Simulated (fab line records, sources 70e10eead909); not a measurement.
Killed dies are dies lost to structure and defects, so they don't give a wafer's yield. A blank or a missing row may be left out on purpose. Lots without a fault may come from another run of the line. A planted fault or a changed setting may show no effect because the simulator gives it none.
fab line records | flow nand_harc
record lots=14 wafers=42 last_day=33
route steps=1302 shown A_CHANNEL_FILL_D1@507 A_DECK1_JOINT@539 A_ONON_D2@551 END@1302
lots that met no fault: from a run of the same line without faults
start_h: hours from the record's first day to the start of the lot's first wafer shown | wait_h: hours since the lot's step before | " the same as in the row above | L1.1+2: a row that stands for several wafers | - no value, or no start given | * or withheld: withheld | < > ~ a bound
route shown NAME@n: a module of which the file shows steps, and the number in the route of the first | usual: mean/standard deviation of fault-free wafers | same: alike in all rows | chamber/n: place in a boat | sites: the reading at each site | _std_site: their standard deviation | _edge_site: outer sites' mean less inner sites' | radius_mm: how far each site lies from the wafer's centre | mask NAME#n: copy n | behind: the tool/chamber that last shaped the wafer | hold: why the lot was held/for how many hours/how that ended | device: the transistor (n, p or np) that didn't switch | end of line: the same wafers' tests at the end of the route | a step without rows: its recipe alone | killed: dies lost to structure and defects at the first sort, not the wafer's yield | map: a wafer's dies, x killed, . not, _ none there
set.NAME: the setting as run; set.NAME@STEP: as run at that earlier step | model.NAME: the simulator's own value behind a step, which no gauge read
steps of the route over a sample of lots; a table a step, a row a wafer
services: from which hour (start_h, from the record's first day; less than 0 if before it) a tool's chamber was out of use, for how many hours, and why
## steps
# step NHARC_A_CHANNEL_FILL_D1_ALD_25
# recipe target_thk_a=600 pulse_time_s=10 ald_cycles=600 temp_c=300 material=SiOx
# usual heater_power_w=491/43 precursor_pulse_height_rel=1.000/0.019
# columns lot.wafer tool chamber start_h wait_h heater_power_w precursor_pulse_height_rel
L226.2 ald_hk-04 3 228.02 0.1 464 0.993
L226.3 " 2 229.87 1.9 463 1.021
L226.5 " 3 " " 473 1.021
L227.1 ald_hk-03 3 247.95 1.3 495 0.990
L227.6 " 1 249.18 2.5 420 1.003
L227.5 " 2 " " 484 1.014
L229.4 ald_hk-03 0 267.51 0.7 478 1.002
L229.2 " 2 268.75 1.9 487 0.984
L229.5 " 0 269.99 3.2 480 0.993
L228.1 ald_hk-04 0 268.23 1.4 591 1.021
L228.5 " 2 269.45 2.6 461 1.023
L228.6 " 3 " " 462 0.972
L231.4 ald_hk-04 0 277.69 0.7 593 1.004
L231.3 " 1 " " 463 1.022
L231.6 " 0 280.17 3.2 586 0.990
L232.4 ald_hk-04 3 303.90 1.9 460 1.015
L232.5 " 0 " " 612 0.987
L232.6 " 1 " " 465 1.008
L239.1 ald_hk-02 2 376.38 0.1 451 0.996
L239.4 " 0 377.60 1.3 529 0.982
L239.3 " 1 " " 502 0.978
L241.3 ald_hk-02 2 385.25 0.7 469 0.995
L241.1 " 3 " " 520 1.041
L241.4 " 0 " " 547 1.003
L240.3 ald_hk-03 2 385.27 0.7 501 0.992
L240.2 " 3 " " 498 0.983
L240.1 " 0 " " 478 0.995
L243.2 ald_hk-04 3 400.01 0.1 457 0.993
L243.4 " 0 " " 592 0.979
L243.1 " 2 401.87 1.9 447 1.015
L244.3 ald_hk-03 3 408.10 0.7 465 1.033
L244.1 " 1 409.32 1.9 429 1.041
L244.5 " 3 410.55 3.1 467 0.989
L245.4 ald_hk-02 0 440.43 0.7 540 0.994
L245.1 " 2 441.66 1.9 462 1.012
L245.5 " 0 442.89 3.1 538 0.963
L247.1 ald_hk-03 1 449.69 1.0 424 0.973
L247.2 " 2 " " 529 1.013
L247.3 " 3 " " 476 1.019
L248.1 ald_hk-03 2 452.72 0.5 525 1.012
L248.6 " 2 455.14 2.9 522 0.975
L248.5 " 3 " " 468 1.021
# step NHARC_A_DECK1_JOINT_CMP_02
# recipe material=SiOx
# usual motor_current_A=12.0/1.1 slurry_filter_dp_kPa=13.52/0.14
# columns lot.wafer tool chamber start_h wait_h motor_current_A slurry_filter_dp_kPa
L226.2 cmp-01 0 275.88 0.4 11.9 13.54
L226.3 " 3 " " 11.1 13.67
L226.5 " 1 " " 13.9 13.49
L227.1 cmp-01 0 290.60 0.4 12.1 13.43
L227.5 " 0 " " 11.5 13.53
L227.6 " 1 " " 13.8 13.44
L229.4 cmp-03 3 313.50 0.4 12.6 13.37
L229.2 " 0 " " 13.3 13.59
L229.5 " 3 " " 13.0 13.36
L228.1 cmp-04 2 313.52 0.4 12.9 13.68
L228.6 " 1 " " 12.4 13.41
L228.5 " 2 " " 12.6 13.64
L231.3 cmp-01 0 319.33 0.4 12.0 13.54
L231.4 " 1 " " 13.9 13.39
L231.6 " 3 " " 11.8 13.49
L232.4 cmp-03 2 345.16 0.4 11.6 13.39
L232.6 " 1 " " 10.8 13.39
L232.5 " 2 " " 11.1 13.83
L239.3 cmp-04 0 423.61 0.4 12.4 13.53
L239.1 " 1 " " 12.2 13.54
L239.4 " 3 " " 10.7 13.60
L240.1 cmp-01 3 431.53 0.4 11.3 13.59
L240.3 " 1 " " 14.0 13.59
L240.2 " 2 " " 12.7 13.62
L241.3 cmp-04 2 431.56 0.4 11.8 13.36
L241.1 " 3 " " 10.8 13.63
L241.4 " 0 " " 12.4 13.82
L243.2 cmp-03 2 445.31 0.4 11.9 13.88
L243.1 " 0 " " 12.5 13.44
L243.4 " 1 " " 10.7 13.59
L244.3 cmp-03 1 452.83 0.4 10.6 13.57
L244.1 " 3 " " 13.1 13.46
L244.5 " 0 " " 12.3 13.63
L245.4 cmp-03 2 482.66 0.4 11.6 13.29
L245.1 " 0 " " 13.4 13.54
L245.5 " 1 " " 10.3 13.78
L247.2 cmp-03 1 495.64 0.4 10.8 13.60
L247.1 " 2 " " 11.7 13.61
L247.3 " 3 " " 13.5 13.83
L248.1 cmp-04 1 495.66 0.4 12.2 13.58
L248.5 " 3 " " 10.1 13.53
L248.6 " 0 " " 12.2 13.46
# step NHARC_A_ONON_D2_DEP_09
# recipe target_thk_a=10000 n2_flow_sccm=2750 n2o_flow_sccm=2000 nh3_flow_sccm=500 sih4_flow_sccm=210 temp_c=400
# columns lot.wafer tool chamber start_h wait_h
L226.2+3+5 pecvd_onon-03 0 278.42 0.1
L227.1+5+6 pecvd_onon-03 0 293.06 0.1
L229.2+4+5 pecvd_onon-01 0 316.04 0.1
L228.1+5+6 pecvd_onon-01 0 316.33 0.1
L231.3+4+6 pecvd_onon-01 0 321.96 0.2
L232.4+5+6 pecvd_onon-01 0 347.78 0.2
L239.1+3+4 pecvd_onon-04 0 426.09 0.1
L241.1+3+4 pecvd_onon-01 0 434.03 0.1
L240.1+2+3 pecvd_onon-04 0 434.06 0.1
L243.1+2+4 pecvd_onon-01 0 447.79 0.1
L244.1+3+5 pecvd_onon-03 0 455.58 0.1
L245.1+4+5 pecvd_onon-01 0 485.10 0.1
L248.1+5+6 pecvd_onon-03 0 498.08 0.1
L247.1+2+3 pecvd_onon-01 0 498.09 0.1
# step NHARC_A_ONON_D2_THK_MEAS_11
# recipe thk_meas_gauge=ellipsometry
# usual thk_nm=1005/11
# columns lot.wafer tool chamber start_h wait_h thk_nm
L226.2 film_metro-02 - 278.87 - 1016
L226.3 " - " " 1014
L226.5 " - " " 1014
L227.1 film_metro-02 - 293.57 - 1022
L227.5 " - " " 1021
L227.6 " - " " 1020
L229.2 film_metro-01 - 316.49 - 996
L229.4 " - " " 996
L229.5 " - " " 997
L228.1 film_metro-01 - 316.84 - 1015
L228.5 " - " " 1018
L228.6 " - " " 1017
L231.3 film_metro-01 - 322.37 - 580
L231.4 " - " " 580
L231.6 " - " " 578
L232.4 film_metro-02 - 348.12 - 565
L232.5 " - " " 563
L232.6 " - " " 562
L239.1 film_metro-02 - 426.60 - 1003
L239.3 " - " " 1002
L239.4 " - " " 1003
L241.1 film_metro-01 - 434.54 - 997
L241.3 " - " " 998
L241.4 " - " " 998
L240.1 film_metro-02 - 434.57 - 998
L240.2 " - " " 998
L240.3 " - " " 998
L243.1 film_metro-01 - 448.32 - 1014
L243.2 " - " " 1013
L243.4 " - " " 1013
L244.1 film_metro-02 - 456.09 - 1004
L244.3 " - " " 1001
L244.5 " - " " 1001
L245.1 film_metro-02 - 485.61 - 992
L245.4 " - " " 993
L245.5 " - " " 993
L248.1 film_metro-02 - 498.58 - 1006
L248.5 " - " " 1007
L248.6 " - " " 1008
L247.1 film_metro-01 - 498.60 - 999
L247.2 " - " " 1000
L247.3 " - " " 997
# step NHARC_END_SORT_01
# recipe temp_c=25
# usual killed_at_array=59/21 killed_at_other=1.0/1.1 killed_at_periphery=4.0/2.6 killed_dies=64/21 killed_open=3.2/1.7 killed_short=2.5/1.5
# same gross_dies=677
# columns lot.wafer tool chamber start_h wait_h killed_at_array killed_at_other killed_at_periphery killed_dies killed_open killed_short
L231.3 prober-01 0 638.70 3.1 674 0 3 677 5 1
L231.4 prober-01 0 639.51 3.4 675 0 2 677 2 2
L231.6 prober-01 0 641.11 4.0 671 0 6 677 3 3
L232.4 prober-02 0 642.45 3.4 674 0 3 677 3 2
L232.5 prober-02 0 643.23 3.7 675 1 1 677 3 2
L232.6 prober-02 0 644.02 3.9 676 0 1 677 1 0
# killed by level:class
L231.3 A_ONON_D2:area_dep=616 A_CHANNEL_HOLE_D1:chamber_film_flake=23 A_CHANNEL_HOLE_D2:chamber_film_flake=19 A_STAIRCASE:chamber_film_flake=3 P_ZERO_WELL:chamber_film_flake=2 A_ZERO_WELL:chamber_film_flake=2 A_WL_FILL:chamber_film_flake=2 P_M2:geometric_particle:open=1
L231.4 A_ONON_D2:area_dep=613 A_CHANNEL_HOLE_D2:chamber_film_flake=27 A_CHANNEL_HOLE_D1:chamber_film_flake=21 A_WL_FILL:chamber_film_flake=3 A_CHANNEL_FILL_D2:geometric_particle:short=2 P_ZERO_WELL:chamber_film_flake=2 A_STAIRCASE:chamber_film_flake=2 A_ONON_D2:geometric_particle:open=1
L231.6 A_ONON_D2:area_dep=621 A_CHANNEL_HOLE_D2:chamber_film_flake=19 A_CHANNEL_HOLE_D1:chamber_film_flake=18 P_CONTACT:chamber_film_flake=4 A_WL_FILL:chamber_film_flake=3 A_STAIRCASE:chamber_film_flake=2 A_ONON_D1:geometric_particle:short=1 A_CHANNEL_FILL_D1:geometric_particle:short=1
L232.4 A_ONON_D2:area_dep=594 A_SLIT:chamber_film_flake=33 A_CHANNEL_HOLE_D2:chamber_film_flake=32 A_CHANNEL_HOLE_D1:chamber_film_flake=6 A_WL_FILL:chamber_film_flake=2 P_CONTACT:geometric_particle:open=1 A_ONON_D1:geometric_particle:short=1 A_ONON_D2:geometric_particle:open=1
L232.5 A_ONON_D2:area_dep=607 A_CHANNEL_HOLE_D2:chamber_film_flake=30 A_SLIT:chamber_film_flake=28 A_STAIRCASE:chamber_film_flake=4 A_ONON_D1:geometric_particle:open=1 A_CHANNEL_FILL_D1:geometric_particle:open=1 A_ONON_D2:geometric_particle:short=1 A_CHANNEL_FILL_D2:geometric_particle:short=1
L232.6 A_ONON_D2:area_dep=611 A_CHANNEL_HOLE_D2:chamber_film_flake=30 A_SLIT:chamber_film_flake=26 A_STAIRCASE:chamber_film_flake=4 A_CHANNEL_HOLE_D1:chamber_film_flake=3 P_M0:geometric_particle:open=1 A_ZERO_WELL:chamber_film_flake=1 A_CONTACT:chamber_film_flake=1
## services
# columns tool chamber start_h hours kind
cmp-04 - 209.12 4.0 pm
ald_hk-03 - 212.19 10.0 pm
cmp-01 - 225.29 0.4 repair
pecvd_onon-03 - 227.04 13.0 pm
cmp-01 - 234.99 1.7 repair
cmp-03 - 239.68 1.0 repair
cmp-04 - 240.05 2.2 repair
ald_hk-03 - 242.64 1.6 repair
cmp-01 - 243.62 1.0 repair
ald_hk-04 - 257.02 10.0 pm
cmp-01 - 259.11 2.5 repair
cmp-03 - 262.22 4.0 pm
pecvd_onon-01 - 269.13 13.0 pm
cmp-01 - 283.70 4.0 pm
cmp-04 - 290.25 2.0 repair
cmp-04 - 307.12 4.0 pm
cmp-01 - 323.42 5.9 repair
cmp-03 - 343.98 0.5 repair
cmp-03 - 360.22 4.0 pm
ald_hk-03 - 390.19 10.0 pm
cmp-03 - 407.42 1.7 repair
pecvd_onon-01 - 450.14 13.0 pm
cmp-03 - 458.32 4.0 pm
cmp-03 - 489.22 1.5 repair
## key
first_sign step=NHARC_A_ONON_D2_THK_MEAS_11 reading=thk_nm direction=down sigmas=39 usual=1005 struck=571
effect step=NHARC_END_SORT_01 reading=killed_at_array direction=up sigmas=29 usual=59 struck=674
more_kills_born_at NHARC_A_ONON_D2_DEP_09@pecvd_onon-01=3662
met_at NHARC_A_ONON_D2_DEP_09
struck_lots L231,L232
struck_wafers L231.3,L231.4,L231.6,L232.4,L232.5,L232.6
later_rows_left_out L231.3,L231.4,L231.6,L232.4,L232.5,L232.6
tester_left_out L231,L232
not_acting_at NHARC_A_CHANNEL_FILL_D1_ALD_25,NHARC_A_DECK1_JOINT_CMP_02
onset_between 316.33 321.96
fault kind=process_parameter_drift tool=pecvd_onon-01 chamber=0 onset_h=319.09 steps=NHARC_A_ONON_D2_DEP_09 channel=target_thk_a offset=* shape=step end_h=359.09 acts_in=* stated=*
# tester_left_out: of these lots the tester's yield and bins aren't shown, on N5 and GAA mostly nor the transistor test; their killed dies are dies lost to structure and defects alone, not to doping, threshold or leakage, so they don't give the yield
# later_rows_left_out: the simulator's readings of these wafers behind a module that went badly wrong aren't trusted and aren't shown, but for the sort
